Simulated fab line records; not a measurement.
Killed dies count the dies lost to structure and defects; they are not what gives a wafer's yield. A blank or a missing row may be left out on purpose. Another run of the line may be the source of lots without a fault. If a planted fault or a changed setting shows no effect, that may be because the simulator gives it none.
2 desks, one fault | flow n5-finfet | what lay behind the numbers comes last; until then each desk has only its own

== DESK OF THE TOOL OWNER: pecvd-03 ==
The tool's own readings at N5_BEOL_M14_DEP_53 (deposits SiCN from 3MS/NH3, target thk 50 nm, time 17.8 s): means of the sampled wafers that have a number, for each lot that ran on this tool. Marked OUT: a lot whose mean sits more than 4 standard deviations from the usual mean, which makes it out of limits; the brackets give that distance.
Columns: A = showerhead-plenum-p-Torr at N5_BEOL_M14_DEP_53, usual 4.152 Torr; B = throttle-valve-pct at N5_BEOL_M14_DEP_53, usual 17.7 %
lot  | first seen here | A     | B
L451 | day 12 06:24    | 4.155 | 17.6
L457 | day 13 06:22    | 4.162 | 18.1
Result from this desk: across the 2 lots, nothing is out of limits.

== METROLOGY DESK ==
What the gauges read for every lot (on any tool): the sampled wafers with a number, averaged. Marked OUT: a lot whose mean sits more than 4 standard deviations from the usual mean, which makes it out of limits; the brackets give that distance.
Columns: A = M14_THK at N5_BEOL_M14_THK_MEAS_50, usual 549 nm; B = M14_RS at N5_BEOL_M14_RS_MEAS_54, usual 0.0335 ohm/sq
lot  | first seen here | A   | B
L451 | day 12 06:20    | 550 | 0.0334
L456 | day 12 11:48    | 544 | 0.0340
L457 | day 13 06:17    | 547 | 0.0336
L467 | day 15 04:17    | 545 | 0.0335
L472 | day 16 08:43    | 553 | 0.0335
Result from this desk: across the 5 lots, nothing is out of limits.

== BROUGHT TOGETHER ==
Nothing out of limits was seen by the tool owner's desk.
From the metrology desk's view, nothing was out of limits.

== WHAT HAD BEEN PUT IN BY THE SIMULATOR ==
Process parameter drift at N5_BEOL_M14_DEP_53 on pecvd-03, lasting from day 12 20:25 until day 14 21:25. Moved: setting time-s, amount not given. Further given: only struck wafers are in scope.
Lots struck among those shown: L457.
